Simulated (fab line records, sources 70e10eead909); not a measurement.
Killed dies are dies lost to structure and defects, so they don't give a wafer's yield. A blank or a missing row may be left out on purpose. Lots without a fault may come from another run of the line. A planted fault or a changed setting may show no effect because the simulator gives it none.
Which tool did it? | flow nand_harc | 6 lots, 18 wafers sampled, at 5 steps of a route of 1159

WHAT THE GAUGES READ, wafer by wafer
NHARC_END_SORT_01.
lot  | measured     | on        | killed_at_array
L182 | day 23 19:14 | prober-01 | 16 15 55

WHICH TOOL RAN EACH LOT (tool, then ch and the chambers of the sampled wafers, then the start)
lot  | NHARC_A_STAIRCASE_ETCH_221                    | NHARC_A_STAIRCASE_TRIM_224                    | NHARC_A_STAIRCASE_TRIM_229         | NHARC_A_STAIRCASE_TRIM_233
L165 | rie_diel-02 ch 0,1, day 11 15:30 or earlier   | rie_diel-02 ch 1,2,3, day 11 15:30 or earlier | rie_diel-01 ch 0,2,3, day 11 15:30 | rie_diel-01 ch 1,2, no start
L169 | rie_diel-01 ch 0,1,2, day 12 10:37 or earlier | rie_diel-01 ch 1,2,3, day 12 10:37 or earlier | rie_diel-01 ch 2,3, day 12 10:37   | rie_diel-01 ch 0,2,3, no start
L172 | rie_diel-01 ch 1,2,3, day 13 22:56 or earlier | rie_diel-01 ch 0,1,3, day 13 22:56 or earlier | rie_diel-01 ch 0,3, day 13 22:56   | rie_diel-01 ch 0,1, no start
L174 | rie_diel-01 ch 0,1,3, day 14 14:04 or earlier | rie_diel-01 ch 0,1,2, day 14 14:04 or earlier | rie_diel-01 ch 0,1,2, day 14 14:04 | rie_diel-01 ch 1,2,3, no start
L182 | rie_diel-02 ch 0,1,2, day 15 16:34 or earlier | rie_diel-02 ch 1,2,3, day 15 16:34 or earlier | rie_diel-01 ch 0,2,3, day 15 16:34 | rie_diel-01 ch 0,1,2, day 23 19:14 or earlier
L185 | rie_diel-02 ch 1,3, day 16 14:39 or earlier   | rie_diel-02 ch 0,1,3, day 16 14:39 or earlier | rie_diel-02 ch 0,1, day 16 14:39   | rie_diel-02 ch 1,2,3, no start
- NHARC_A_STAIRCASE_ETCH_221: etches the open film in C4F8/O2, target depth 100 nm, time 40.5 s.
- NHARC_A_STAIRCASE_TRIM_224: chemistry O2, time 211.2 s.
- NHARC_A_STAIRCASE_TRIM_229: chemistry O2, time 211.2 s.
- NHARC_A_STAIRCASE_TRIM_233: chemistry O2, time 211.2 s.

THE ANSWER, worked out from the rows above alone
Rule: what is usual is taken from the lots themselves. Put in order of their means at a reading, lots are off if they are a third of the lots or fewer, leave a main group of 4 or more, and stand apart from it by a gap of 3 or more times the standard deviation of the main group's means; of several such gaps the widest counts. A main group whose means are all the same, to the digits that the tables above print for the reading, isn't used. A lot without any number at a reading at which 4 lots or more have one is off too. The other lots that the step has rows for count as sound.
No lot is off at any reading shown: from this, nothing can be told.

WHAT THE SIMULATOR HAD PUT IN
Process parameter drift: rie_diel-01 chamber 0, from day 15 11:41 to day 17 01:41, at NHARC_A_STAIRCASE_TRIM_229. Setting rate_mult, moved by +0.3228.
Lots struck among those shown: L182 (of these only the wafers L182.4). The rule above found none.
